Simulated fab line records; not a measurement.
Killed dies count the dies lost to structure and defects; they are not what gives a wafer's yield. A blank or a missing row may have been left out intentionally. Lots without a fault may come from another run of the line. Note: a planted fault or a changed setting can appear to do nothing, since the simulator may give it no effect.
Chamber matching | flow n5 finfet | cvd co-01 running N5_BEOL_M5_PRE_CLEAN_77: 3 sister chambers
The step time 15 s. 3 wafers are shown with their chamber, then 12 later ones without.

== WAFERS WITH THEIR CHAMBER ==
wafer  | chamber | heater power w (W)
L082.4 | 2       | 105
L091.5 | 0       | 89
L091.6 | 1       | 132

== WAFERS WITHOUT THEIR CHAMBER ==
wafer  | heater power w (W)
L092.1 | 105
L092.2 | 89
L092.5 | 104
L093.3 | 90
L093.4 | 110
L093.6 | 87
L095.1 | 87
L095.2 | 134
L095.3 | 105
L095.4 | 106
L095.5 | 88
L095.6 | 135

== EACH ONE'S CHAMBER ==
wafer  | from the rows above | in truth
L092.1 | 2                   | 2
L092.2 | 0                   | 0
L092.5 | 2                   | 2
L093.3 | 0                   | 0
L093.4 | 2                   | 2
L093.6 | 0                   | 0
L095.1 | 0                   | 0
L095.2 | 1                   | 1
L095.3 | 2                   | 2
L095.4 | 2                   | 2
L095.5 | 0                   | 0
L095.6 | 1                   | 1
Correctly placed: 12 of 12. Not placeable from these rows: 0. Placed wrongly: 0.
How it was worked out, from the rows above alone: a wafer's distance from a chamber is the root of the sum, over the readings, of the square of ((its reading less the chamber's mean) divided by the reading's scatter). The wafer belongs to the nearest chamber; if the next one is less than 2 further off, it can't be placed. For every chamber, the mean is computed from those of its wafers that are shown. The scatter (one wafer shown for each chamber): square how far every hidden wafer sits from the nearest shown wafer, average those squares and take the square root.
